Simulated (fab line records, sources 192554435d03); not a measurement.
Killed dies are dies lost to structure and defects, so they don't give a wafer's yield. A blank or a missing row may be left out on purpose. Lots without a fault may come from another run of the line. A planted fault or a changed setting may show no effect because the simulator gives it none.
Which tool did it? | flow n5_finfet | 12 lots, 36 wafers sampled, at 5 steps of a route of 1938

WHAT THE GAUGES READ, wafer by wafer
The record holds no reading of a measuring or inspecting step that can be judged against a usual standard deviation.

WHICH TOOL RAN EACH LOT (tool, then ch and the chambers of the sampled wafers, then the start)
lot  | N5_BEOL_M5_SURFACE_TREAT_87  | N5_BEOL_M5_ANNEAL_84         | N5_BEOL_M5_SPUTTER_88        | N5_BEOL_M5_CO_CAP_78             | N5_PASSIVATION_PROBE_49
L695 | pvd_sputter-01, day 9 02:20  | pvd_sputter-01, day 9 04:59  | pvd_sputter-01, day 9 05:59  | cvd_co-02 ch 0,1,2, day 9 07:57  | -
L696 | pvd_sputter-03, day 9 09:09  | pvd_sputter-02, day 9 11:38  | pvd_sputter-02, day 9 12:38  | cvd_co-01 ch 0,1,2, day 9 14:43  | -
L697 | pvd_sputter-02, day 9 19:11  | pvd_sputter-03, day 9 21:39  | pvd_sputter-03, day 9 22:40  | cvd_co-01 ch 0,1, day 10 00:37   | -
L698 | pvd_sputter-03, day 10 01:44 | pvd_sputter-03, day 10 04:16 | pvd_sputter-03, day 10 05:16 | cvd_co-01 ch 0,1,2, day 10 07:25 | -
L700 | pvd_sputter-02, day 10 04:52 | pvd_sputter-02, day 10 07:38 | pvd_sputter-02, day 10 08:38 | cvd_co-01 ch 0,1,2, day 10 10:35 | -
L701 | pvd_sputter-03, day 10 15:48 | pvd_sputter-03, day 10 18:17 | pvd_sputter-03, day 10 19:18 | cvd_co-02 ch 0,1, day 10 22:32   | -
L703 | pvd_sputter-02, day 11 14:08 | pvd_sputter-02, day 11 16:40 | pvd_sputter-02, day 11 17:40 | cvd_co-02 ch 0,1, day 11 19:41   | -
L708 | pvd_sputter-03, day 12 11:44 | pvd_sputter-03, day 12 14:28 | pvd_sputter-03, day 12 15:28 | cvd_co-02 ch 0,2, day 12 18:00   | -
L709 | pvd_sputter-03, day 12 17:29 | pvd_sputter-01, day 12 20:15 | pvd_sputter-01, day 12 21:23 | cvd_co-02 ch 0,1,2, day 12 23:29 | prober-01, day 16 13:05
L710 | pvd_sputter-03, day 12 21:14 | pvd_sputter-02, day 12 23:48 | pvd_sputter-02, day 13 00:49 | cvd_co-01 ch 0,1,2, day 13 02:46 | -
L713 | pvd_sputter-01, day 13 13:53 | pvd_sputter-01, day 13 16:23 | pvd_sputter-01, day 13 17:23 | cvd_co-01 ch 0,2, day 13 19:36   | -
L714 | pvd_sputter-03, day 14 03:47 | pvd_sputter-02, day 14 07:16 | pvd_sputter-02, day 14 08:16 | cvd_co-02 ch 0,1,2, day 14 10:14 | -
- N5_BEOL_M5_SURFACE_TREAT_87
- N5_BEOL_M5_ANNEAL_84: time 1800 s.
- N5_BEOL_M5_SPUTTER_88: material Cu, target thk 15 nm, time 27.62 s.
- N5_BEOL_M5_CO_CAP_78: material Co, precursor CCTBA/H2, target thk 2 nm, time 102.1 s.
- N5_PASSIVATION_PROBE_49

WHAT THE TOOLS THEMSELVES READ (means of the sampled wafers that have a number; where no wafer has one, the mark that the record gives instead)
N5_BEOL_M5_ANNEAL_84. Usual: heater_power_w 810 W, standard deviation 97; susceptor_temp_C 399.98 C, standard deviation 0.21.
lot  | tool           | heater_power_w (W) | susceptor_temp_C (C) | flag
L695 | pvd_sputter-01 | 894                | 399.92               |
L696 | pvd_sputter-02 | 780                | 399.68               |
L697 | pvd_sputter-03 | 852                | 400.02               |
L698 | pvd_sputter-03 | -                  | -                    | OFF
L700 | pvd_sputter-02 | -                  | -                    | OFF
L701 | pvd_sputter-03 | -                  | -                    | OFF
L703 | pvd_sputter-02 | 718                | 399.91               |
L708 | pvd_sputter-03 | 844                | 400.15               |
L709 | pvd_sputter-01 | 819                | 399.82               |
L710 | pvd_sputter-02 | 730                | 399.68               |
L713 | pvd_sputter-01 | 924                | 400.10               |
L714 | pvd_sputter-02 | 751                | 400.24               |

N5_BEOL_M5_SPUTTER_88. Usual: susceptor_temp_C -19.98 C, standard deviation 0.11; throttle_valve_pct 29.7 %, standard deviation 1.4.
lot  | tool           | susceptor_temp_C (C) | throttle_valve_pct (%) | flag
L695 | pvd_sputter-01 | -19.91               | 29.4                   |
L696 | pvd_sputter-02 | -19.93               | 29.8                   |
L697 | pvd_sputter-03 | -20.05               | 29.7                   |
L698 | pvd_sputter-03 | -20.07               | 30.5                   |
L700 | pvd_sputter-02 | -19.96               | 30.4                   |
L701 | pvd_sputter-03 | -19.94               | 30.3                   |
L703 | pvd_sputter-02 | -20.04               | 30.4                   |
L708 | pvd_sputter-03 | -20.01               | 29.9                   |
L709 | pvd_sputter-01 | -20.02               | 27.8                   |
L710 | pvd_sputter-02 | -19.99               | 30.0                   |
L713 | pvd_sputter-01 | -20.03               | 30.1                   |
L714 | pvd_sputter-02 | -19.96               | 29.9                   |

N5_BEOL_M5_CO_CAP_78. Usual: heater_power_w 253 W, standard deviation 36; susceptor_temp_C 199.97 C, standard deviation 0.15.
lot  | tool      | heater_power_w (W) | susceptor_temp_C (C) | flag
L695 | cvd_co-02 | 263                | 200.00               |
L696 | cvd_co-01 | 234                | 200.06               |
L697 | cvd_co-01 | 252                | 200.09               |
L698 | cvd_co-01 | 237                | 199.89               |
L700 | cvd_co-01 | 235                | 199.93               |
L701 | cvd_co-02 | 290                | 200.12               |
L703 | cvd_co-02 | 275                | 200.04               |
L708 | cvd_co-02 | 248                | 200.03               |
L709 | cvd_co-02 | 263                | 199.98               |
L710 | cvd_co-01 | 232                | 199.79               |
L713 | cvd_co-01 | 237                | 199.87               |
L714 | cvd_co-02 | 267                | 199.87               |

N5_PASSIVATION_PROBE_49. Usual: defect_limited_yield 91.3 %, standard deviation 1.5; killed_at_M0_to_M3 35, standard deviation 10; killed_at_M4_up 13, standard deviation 5.3; killed_at_contacts 12, standard deviation 5.7; killed_at_front_end 39, standard deviation 11; killed_at_other 3.3, standard deviation 2.7; killed_dies 102, standard deviation 18; killed_open 67, standard deviation 13; killed_short 34, standard deviation 7.8; sort_bin_5_function 5.1 %, standard deviation 1; sort_bin_6_memory 3.3 %, standard deviation 0.68; sort_n_pass 1078, standard deviation 18; sort_yield_pct 91.3 %, standard deviation 1.5.
lot  | tool      | defect_limited_yield (%) | killed_at_M0_to_M3 | killed_at_M4_up | killed_at_contacts | killed_at_front_end | killed_at_other | killed_dies | killed_open | killed_short | sort_bin_5_function (%) | sort_bin_6_memory (%) | sort_n_pass | sort_yield_pct (%) | flag
L709 | prober-01 | 91.5                     | 40                 | 12              | 5                  | 35                  | 8.0             | 100         | 47          | 52           | 5.5                     | 2.6                   | 1080        | 91.5               |

THE ANSWER, worked out from the rows above alone
Rule: a lot is off if the mean of its wafers that have a number lies more than 3 standard deviations from the usual mean. A lot without any number at a reading at which 4 lots or more have one is off too. The other lots that the step has rows for count as sound. The gauges are gone through in route order, then the tools' own readings, and for those a lot's mean is taken as printed above. The first step at which some lot is off is used, and at that step the reading that is off furthest; a lot without a number counts as furthest.
Off: L698, L700, L701, at N5_BEOL_M5_ANNEAL_84 (heater_power_w). Without a number there: L698, L700, L701.
A tool fits if, at that step or a process step before it, it ran every lot that is off, and no sound lot after the first of them. None of those tried fits.

WHAT THE SIMULATOR HAD PUT IN
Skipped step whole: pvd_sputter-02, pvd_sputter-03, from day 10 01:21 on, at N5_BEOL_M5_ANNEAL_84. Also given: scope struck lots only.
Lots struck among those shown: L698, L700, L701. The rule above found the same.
